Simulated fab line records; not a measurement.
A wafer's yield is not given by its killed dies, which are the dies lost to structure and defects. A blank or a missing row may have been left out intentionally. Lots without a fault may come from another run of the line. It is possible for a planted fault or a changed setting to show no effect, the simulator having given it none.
Which tool was responsible?    flow n5_finfet    24 lots with 72 wafers sampled at 6 steps, on a route of 1938 steps

## WHAT THE GAUGES SHOWED, per wafer
Not one reading of a measure or inspect step in the record can be checked against a usual standard deviation.

## WHAT TOOL EACH LOT RAN ON (gives the tool, then ch and the chambers of the sampled wafers, and finally the start)
lot   N5_PMOS_HMC_CHANNEL_EPI_STRIP_33   N5_FIN_SAQP_SPACER1_ALD_24        N5_FIN_SAQP_ETCH_65              N5_FIN_CUT_CUT_ETCH_26             N5_STI_FIN_REVEAL_ALD_00          N5_STI_FIN_REVEAL_OXIDATION_33
L074  rie_diel-03 ch 0,2,3, day 1 17:56  ald_sin-03 ch 0,1,3, day 1 23:14  rie_si-06 ch 0,2,3, day 2 00:19  rie_diel-01 ch 1,2, day 2 04:02    ald_sin-02 ch 0,2,3, day 2 04:34  plasma_asher-01 ch 0,1, day 2 13:15
L075  rie_diel-01 ch 0,1,3, day 1 23:32  ald_sin-03 ch 0,2,3, day 2 04:41  rie_si-06 ch 0,3, day 2 05:46    rie_diel-06 ch 0,3, day 2 08:59    ald_sin-04 ch 1,2,3, day 2 09:56  plasma_asher-02 ch 0,1, day 2 18:20
L076  rie_diel-03 ch 0,1,3, day 2 06:20  ald_sin-01 ch 0,1,3, day 2 11:59  rie_si-06 ch 1,3, day 2 13:40    rie_diel-03 ch 0,1,2, day 2 17:09  ald_sin-04 ch 0,1,3, day 2 17:43  plasma_asher-02 ch 0,1, day 3 02:10
L077  rie_diel-03 ch 0,1, day 2 12:01    ald_sin-01 ch 1,2, day 2 18:10    rie_si-05 ch 0,1,2, day 2 19:14  rie_diel-06 ch 0,1,2, day 2 22:12  ald_sin-02 ch 1,2, day 2 22:43    plasma_asher-02 ch 0,1, day 3 07:42
L078  rie_diel-03 ch 0,2, day 2 18:16    ald_sin-03 ch 0,1,2, day 2 23:40  rie_si-02 ch 0,1,2, day 3 00:54  rie_diel-01 ch 1,2, day 3 03:54    ald_sin-03 ch 0,1,3, day 3 04:25  plasma_asher-02 ch 0,1, day 3 13:34
L079  rie_diel-03 ch 2,3, day 2 23:23    ald_sin-01 ch 1,3, day 3 04:43    rie_si-05 ch 0,1, day 3 05:47    rie_diel-06 ch 2,3, day 3 08:51    ald_sin-03 ch 0,1,2, day 3 09:41  plasma_asher-02 ch 0,1, day 3 18:28
L080  rie_diel-03 ch 1,2,3, day 3 05:31  ald_sin-01 ch 0,3, day 3 11:36    rie_si-06 ch 1,2, day 3 12:55    rie_diel-01 ch 0,1, day 3 15:46    ald_sin-03 ch 1,3, day 3 16:17    plasma_asher-01 ch 0, day 4 00:44
L081  rie_diel-06 ch 2,3, day 3 11:56    ald_sin-01 ch 1,2,3, day 3 17:47  rie_si-05 ch 0,2,3, day 3 18:52  rie_diel-06 ch 1,3, day 3 21:59    ald_sin-04 ch 2,3, day 3 22:32    plasma_asher-01 ch 0,1, day 4 07:08
L082  rie_diel-01 ch 1,2, day 3 17:34    ald_sin-03 ch 0,2,3, day 3 23:20  rie_si-02 ch 0,2,3, day 4 00:36  rie_diel-01 ch 0,1,2, day 4 03:34  ald_sin-02 ch 1,2,3, day 4 04:05  plasma_asher-02 ch 0,1, day 4 12:29
L083  rie_diel-03 ch 0,1,3, day 3 23:45  ald_sin-03 ch 1,2,3, day 4 05:16  rie_si-06 ch 1,2,3, day 4 06:20  rie_diel-06 ch 1,2,3, day 4 09:22  ald_sin-03 ch 0,1,3, day 4 09:52  plasma_asher-01 ch 0,1, day 4 18:29
L084  rie_diel-06 ch 0,1, day 4 05:20    ald_sin-03 ch 1,2, day 4 10:58    rie_si-06 ch 1,2,3, day 4 12:02  rie_diel-03 ch 0,2,3, day 4 15:00  ald_sin-02 ch 0,3, day 4 16:01    plasma_asher-01 ch 0,1, day 5 01:03
L085  rie_diel-03 ch 0,3, day 4 11:38    ald_sin-01 ch 0,2,3, day 4 19:32  rie_si-06 ch 0,1,3, day 4 20:40  rie_diel-01 ch 1,2, day 5 00:23    ald_sin-04 ch 0,3, day 5 01:22    plasma_asher-02 ch 0,1, day 5 09:49
L086  rie_diel-01 ch 0,1,2, day 4 17:33  ald_sin-02 ch 0,1,2, day 5 02:11  rie_si-05 ch 1,2,3, day 5 03:16  rie_diel-01 ch 1,3, day 5 06:34    ald_sin-04 ch 1,2,3, day 5 07:19  plasma_asher-01 ch 0,1, day 5 16:17
L087  rie_diel-06 ch 1,2,3, day 4 23:44  ald_sin-01 ch 0,3, day 5 06:03    rie_si-05 ch 0,1,3, day 5 07:07  rie_diel-01 ch 2,3, day 5 10:29    ald_sin-02 ch 0,1,2, day 5 11:20  plasma_asher-02 ch 0,1, day 5 20:27
L088  rie_diel-06 ch 1,2,3, day 5 06:14  ald_sin-02 ch 0,1,2, day 5 11:35  rie_si-06 ch 1,3, day 5 12:41    rie_diel-06 ch 1,2,3, day 5 15:40  ald_sin-04 ch 0,1,3, day 5 16:10  plasma_asher-01 ch 0,1, day 6 02:13
L089  rie_diel-03 ch 1,3, day 5 11:35    ald_sin-02 ch 0,1,2, day 5 17:53  rie_si-05 ch 0,1,3, day 5 19:14  rie_diel-06 ch 1,2, day 5 22:21    ald_sin-03 ch 0,3, day 5 22:53    plasma_asher-01 ch 0,1, day 6 07:37
L090  rie_diel-06 ch 0,2,3, day 5 17:17  ald_sin-03 ch 0,2,3, day 5 23:15  rie_si-05 ch 0,1, day 6 00:22    rie_diel-06 ch 2,3, day 6 03:26    ald_sin-02 ch 0,1,3, day 6 04:08  plasma_asher-01 ch 0,1, day 6 12:37
L091  rie_diel-01 ch 1,2,3, day 6 00:56  ald_sin-02 ch 0,1,2, day 6 06:33  rie_si-02 ch 0,1,3, day 6 07:37  rie_diel-06 ch 2,3, day 6 10:44    ald_sin-04 ch 0,1,3, day 6 11:45  plasma_asher-01 ch 0,1, day 6 20:11
L092  rie_diel-03 ch 1,3, day 6 05:56    ald_sin-01 ch 1,2,3, day 6 11:23  rie_si-05 ch 1,2,3, day 6 12:27  rie_diel-01 ch 0,1,3, day 6 15:18  ald_sin-02 ch 1,3, day 6 15:49    plasma_asher-01 ch 1, day 7 01:08
L093  rie_diel-03 ch 1,2, day 6 11:37    ald_sin-02 ch 1,3, day 6 17:01    rie_si-06 ch 0,1, day 6 18:05    rie_diel-03 ch 1,3, day 6 21:16    ald_sin-03 ch 0,1, day 6 21:50    plasma_asher-01 ch 0,1, day 7 06:28
L094  rie_diel-03 ch 0,1,2, day 6 17:44  ald_sin-01 ch 0,1,2, day 6 23:51  rie_si-02 ch 1,2, day 7 00:55    rie_diel-01 ch 2,3, day 7 03:55    ald_sin-03 ch 0,1,2, day 7 05:05  plasma_asher-01 ch 0,1, day 7 14:19
L095  rie_diel-06 ch 0,3, day 6 23:26    ald_sin-02 ch 0,1,3, day 7 05:37  rie_si-05 ch 0,2,3, day 7 06:41  rie_diel-03 ch 0,1,3, day 7 09:40  ald_sin-02 ch 0,1,2, day 7 10:44  plasma_asher-02 ch 0,1, day 7 19:14
L096  rie_diel-01 ch 0,2, day 7 05:25    ald_sin-03 ch 2,3, day 7 12:02    rie_si-02 ch 1,2,3, day 7 13:12  rie_diel-06 ch 0,1,3, day 7 16:53  ald_sin-02 ch 0,1,2, day 7 18:05  plasma_asher-01 ch 1, day 8 02:41
L097  rie_diel-03 ch 0,1,2, day 7 11:59  ald_sin-03 ch 1,2,3, day 7 17:13  rie_si-05 ch 0,2, day 7 18:18    rie_diel-01 ch 0,2, day 7 21:35    ald_sin-04 ch 0,2, day 7 22:07    plasma_asher-01 ch 0,1, day 8 06:52
- N5_PMOS_HMC_CHANNEL_EPI_STRIP_33: strips in N2/H2.
- N5_FIN_SAQP_SPACER1_ALD_24: deposits SiO2, target thk 20.3 nm, pulse time 1 s, purge time 2 s.
- N5_FIN_SAQP_ETCH_65: etches SiO2 in CF4, target depth 4 nm, time 4.4 s.
- N5_FIN_CUT_CUT_ETCH_26: etches SiNx in CH3F/O2, target depth 39 nm, time 55.7 s.
- N5_STI_FIN_REVEAL_ALD_00: deposits SiO2, target thk 1 nm, pulse time 1 s.
- N5_STI_FIN_REVEAL_OXIDATION_33: chemistry O2 PLASMA REMOTE, time 20 s.

## WHAT THE TOOLS THEMSELVES READ (means of the sampled wafers that have a number; where no wafer has one, the mark that the record gives instead)
N5_PMOS_HMC_CHANNEL_EPI_STRIP_33. Usual: drypump_motor_current_A 5.5 A, standard deviation 0.57; oes_product_au 0.81 a.u., standard deviation 0.077; rf_vpp_V 54.0 V, standard deviation 1.8; showerhead_plenum_p_Torr 3.37 Torr, standard deviation 0.097; throttle_valve_pct 19.0 %, standard deviation 0.37.
lot   tool         drypump_motor_current_A (A)  oes_product_au (a.u.)  rf_vpp_V (V)  showerhead_plenum_p_Torr (Torr)  throttle_valve_pct (%)  flag
L074  rie_diel-03  5.1                          0.80                   52.5          3.39                             19.1                    
L075  rie_diel-01  6.1                          0.73                   55.1          3.30                             18.8                    
L076  rie_diel-03  5.1                          0.82                   54.9          3.33                             19.1                    
L077  rie_diel-03  5.3                          0.79                   56.6          3.40                             19.0                    
L078  rie_diel-03  5.2                          0.80                   54.0          3.44                             18.9                    
L079  rie_diel-03  4.8                          0.82                   56.0          3.32                             19.3                    
L080  rie_diel-03  4.9                          0.85                   52.9          3.32                             19.1                    
L081  rie_diel-06  6.0                          0.79                   54.9          3.46                             18.9                    
L082  rie_diel-01  5.8                          0.77                   53.6          3.34                             18.8                    
L083  rie_diel-03  5.1                          0.80                   52.9          3.33                             19.2                    
L084  rie_diel-06  6.2                          0.90                   55.5          3.46                             18.8                    
L085  rie_diel-03  5.2                          0.74                   53.7          3.39                             19.2                    
L086  rie_diel-01  5.9                          0.76                   53.2          3.38                             18.9                    
L087  rie_diel-06  5.7                          0.74                   53.9          3.44                             19.2                    
L088  rie_diel-06  5.7                          0.74                   53.0          3.44                             19.1                    
L089  rie_diel-03  4.9                          0.85                   54.0          3.26                             19.2                    
L090  rie_diel-06  6.2                          0.83                   53.7          3.44                             18.7                    
L091  rie_diel-01  6.0                          0.82                   53.9          3.34                             18.6                    
L092  rie_diel-03  4.9                          0.83                   54.0          3.26                             19.2                    
L093  rie_diel-03  5.0                          0.84                   54.7          3.32                             19.0                    
L094  rie_diel-03  5.2                          0.87                   54.1          3.37                             18.9                    
L095  rie_diel-06  6.4                          0.86                   53.7          3.42                             18.5                    
L096  rie_diel-01  6.0                          0.73                   55.6          3.41                             18.9                    
L097  rie_diel-03  5.2                          0.86                   54.2          3.37                             18.8                    

N5_FIN_SAQP_SPACER1_ALD_24. Usual: heater_power_outer_w 271 W, standard deviation 28; heater_power_w 488 W, standard deviation 40; precursor_pulse_height_rel 0.999, standard deviation 0.02.
lot   tool        heater_power_outer_w (W)  heater_power_w (W)  precursor_pulse_height_rel  flag
L074  ald_sin-03  259                       471                 0.990                       
L075  ald_sin-03  248                       453                 0.996                       
L076  ald_sin-01  277                       513                 0.991                       
L077  ald_sin-01  255                       482                 0.999                       
L078  ald_sin-03  251                       452                 0.990                       
L079  ald_sin-01  280                       519                 0.995                       
L080  ald_sin-01  273                       512                 1.007                       
L081  ald_sin-01  274                       507                 0.985                       
L082  ald_sin-03  246                       455                 1.016                       
L083  ald_sin-03  269                       473                 0.976                       
L084  ald_sin-03  274                       463                 1.002                       
L085  ald_sin-01  273                       498                 0.991                       
L086  ald_sin-02  296                       508                 0.998                       
L087  ald_sin-01  299                       530                 1.021                       
L088  ald_sin-02  292                       514                 1.007                       
L089  ald_sin-02  288                       510                 1.000                       
L090  ald_sin-03  248                       456                 0.989                       
L091  ald_sin-02  292                       509                 1.004                       
L092  ald_sin-01  280                       498                 1.011                       
L093  ald_sin-02  289                       518                 0.998                       
L094  ald_sin-01  254                       485                 1.014                       
L095  ald_sin-02  293                       501                 0.999                       
L096  ald_sin-03  266                       461                 0.999                       
L097  ald_sin-03  277                       479                 1.005                       

N5_FIN_SAQP_ETCH_65. Usual: drypump_motor_current_A 5.5 A, standard deviation 0.41; oes_product_au 0.998 a.u., standard deviation 0.019; throttle_valve_pct 21.87 %, standard deviation 0.18.
lot   tool       drypump_motor_current_A (A)  oes_product_au (a.u.)  throttle_valve_pct (%)  flag
L074  rie_si-06  5.2                          1.002                  22.08                   
L075  rie_si-06  5.5                          1.002                  22.13                   
L076  rie_si-06  5.6                          0.993                  21.88                   
L077  rie_si-05  5.7                          0.998                  21.80                   
L078  rie_si-02  5.5                          0.992                  21.72                   
L079  rie_si-05  5.7                          0.985                  21.84                   
L080  rie_si-06  5.4                          1.000                  21.82                   
L081  rie_si-05  5.7                          1.012                  21.78                   
L082  rie_si-02  5.5                          1.000                  21.80                   
L083  rie_si-06  5.3                          1.003                  22.00                   
L084  rie_si-06  5.3                          1.003                  22.01                   
L085  rie_si-06  5.5                          0.998                  21.94                   
L086  rie_si-05  5.7                          1.006                  21.91                   
L087  rie_si-05  5.7                          0.997                  21.83                   
L088  rie_si-06  5.6                          0.992                  21.87                   
L089  rie_si-05  5.7                          0.997                  21.82                   
L090  rie_si-05  5.7                          0.998                  21.72                   
L091  rie_si-02  5.7                          0.994                  21.78                   
L092  rie_si-05  5.7                          1.009                  21.90                   
L093  rie_si-06  5.5                          0.984                  21.85                   
L094  rie_si-02  5.0                          0.985                  21.75                   
L095  rie_si-05  5.7                          1.007                  21.79                   
L096  rie_si-02  5.1                          0.983                  21.82                   
L097  rie_si-05  5.7                          0.998                  21.67                   

N5_FIN_CUT_CUT_ETCH_26. Usual: drypump_motor_current_A 5.8 A, standard deviation 0.48; oes_ar_750_au 0.80 a.u., standard deviation 0.075; oes_product_au 0.79 a.u., standard deviation 0.08; rf_vpp_V 300 V, standard deviation 3.5; showerhead_plenum_p_Torr 2.02 Torr, standard deviation 0.066; throttle_valve_pct 16.33 %, standard deviation 0.28.
lot   tool         drypump_motor_current_A (A)  oes_ar_750_au (a.u.)  oes_product_au (a.u.)  rf_vpp_V (V)  showerhead_plenum_p_Torr (Torr)  throttle_valve_pct (%)  flag
L074  rie_diel-01  5.8                          0.82                  0.82                   300           2.06                             16.35                   
L075  rie_diel-06  6.2                          0.76                  0.76                   299           2.02                             16.16                   
L076  rie_diel-03  5.2                          0.81                  0.82                   301           2.01                             16.43                   
L077  rie_diel-06  5.9                          0.73                  0.72                   296           2.08                             16.45                   
L078  rie_diel-01  5.9                          0.81                  0.80                   301           2.06                             16.36                   
L079  rie_diel-06  6.0                          0.79                  0.78                   301           2.08                             16.28                   
L080  rie_diel-01  6.0                          0.74                  0.74                   302           1.98                             16.48                   
L081  rie_diel-06  5.4                          0.73                  0.72                   296           2.05                             16.68                   
L082  rie_diel-01  5.9                          0.77                  0.76                   301           2.01                             16.45                   
L083  rie_diel-06  5.7                          0.75                  0.75                   299           2.06                             16.50                   
L084  rie_diel-03  5.1                          0.78                  0.78                   298           2.01                             16.41                   
L085  rie_diel-01  5.9                          0.79                  0.79                   300           2.05                             16.39                   
L086  rie_diel-01  6.1                          0.86                  0.87                   299           1.94                             16.13                   
L087  rie_diel-01  6.0                          0.85                  0.85                   301           2.06                             16.20                   
L088  rie_diel-06  5.7                          0.75                  0.74                   299           2.06                             16.51                   
L089  rie_diel-06  5.7                          0.74                  0.73                   298           2.09                             16.56                   
L090  rie_diel-06  5.9                          0.77                  0.76                   302           2.03                             16.27                   
L091  rie_diel-06  6.0                          0.76                  0.76                   302           2.03                             16.27                   
L092  rie_diel-01  6.0                          0.78                  0.78                   300           1.95                             16.32                   
L093  rie_diel-03  4.9                          0.81                  0.82                   299           1.93                             16.47                   
L094  rie_diel-01  6.0                          0.83                  0.84                   301           2.05                             16.23                   
L095  rie_diel-03  5.1                          0.85                  0.86                   300           1.97                             16.34                   
L096  rie_diel-06  5.9                          0.88                  0.88                   297           2.03                             16.14                   
L097  rie_diel-01  5.9                          0.76                  0.77                   303           2.06                             16.43                   

N5_STI_FIN_REVEAL_ALD_00. Usual: heater_power_outer_w 264 W, standard deviation 28; heater_power_w 469 W, standard deviation 36; precursor_pulse_height_rel 0.999, standard deviation 0.022.
lot   tool        heater_power_outer_w (W)  heater_power_w (W)  precursor_pulse_height_rel  flag
L074  ald_sin-02  288                       486                 0.998                       
L075  ald_sin-04  231                       431                 0.992                       
L076  ald_sin-04  237                       432                 1.010                       
L077  ald_sin-02  286                       512                 1.004                       
L078  ald_sin-03  261                       480                 1.000                       
L079  ald_sin-03  251                       448                 0.989                       
L080  ald_sin-03  278                       484                 1.005                       
L081  ald_sin-04  231                       434                 0.998                       
L082  ald_sin-02  281                       499                 0.999                       
L083  ald_sin-03  261                       479                 1.024                       
L084  ald_sin-02  278                       487                 0.997                       
L085  ald_sin-04  250                       446                 1.007                       
L086  ald_sin-04  230                       432                 0.995                       
L087  ald_sin-02  300                       505                 1.013                       
L088  ald_sin-04  241                       435                 1.018                       
L089  ald_sin-03  237                       445                 1.022                       
L090  ald_sin-02  288                       508                 0.999                       
L091  ald_sin-04  241                       437                 1.004                       
L092  ald_sin-02  279                       490                 0.989                       
L093  ald_sin-03  266                       474                 0.988                       
L094  ald_sin-03  259                       460                 1.010                       
L095  ald_sin-02  296                       524                 0.998                       
L096  ald_sin-02  295                       502                 0.970                       
L097  ald_sin-04  252                       451                 1.004                       

N5_STI_FIN_REVEAL_OXIDATION_33. Usual: drypump_motor_current_A 5.83 A, standard deviation 0.22; heater_power_w 143 W, standard deviation 10.
lot   tool             drypump_motor_current_A (A)  heater_power_w (W)  flag
L074  plasma_asher-01  5.73                         136                 
L075  plasma_asher-02  6.05                         147                 
L076  plasma_asher-02  6.06                         148                 
L077  plasma_asher-02  6.06                         146                 
L078  plasma_asher-02  6.06                         148                 
L079  plasma_asher-02  5.86                         156                 
L080  plasma_asher-01  5.84                         141                 
L081  plasma_asher-01  5.78                         139                 
L082  plasma_asher-02  6.06                         149                 
L083  plasma_asher-01  5.80                         140                 
L084  plasma_asher-01  5.80                         140                 
L085  plasma_asher-02  6.07                         150                 
L086  plasma_asher-01  5.78                         137                 
L087  plasma_asher-02  5.86                         155                 
L088  plasma_asher-01  5.72                         138                 
L089  plasma_asher-01  5.80                         139                 
L090  plasma_asher-01  5.72                         135                 
L091  plasma_asher-01  5.81                         138                 
L092  plasma_asher-01  5.65                         135                 
L093  plasma_asher-01  5.79                         140                 
L094  plasma_asher-01  5.72                         138                 
L095  plasma_asher-02  5.87                         154                 
L096  plasma_asher-01  5.66                         133                 
L097  plasma_asher-01  5.73                         138                 

## THE ANSWER, worked out from the rows above alone
Rule: a lot is off if the mean of its wafers that have a number lies more than 3 standard deviations from the usual mean. A lot without any number at a reading at which 4 lots or more have one is off too. Where the step has rows for the other lots, those lots are counted as sound. Order of review: gauges by route order, followed by the tools' own readings, for which a lot's mean as printed above is used. At the first step where some lot is off, the reading lying furthest off is the one used; lots without a number count as furthest.
Across all readings shown, no lot is off: no conclusion can be drawn from this.

## WHAT THE SIMULATOR HAD INSERTED
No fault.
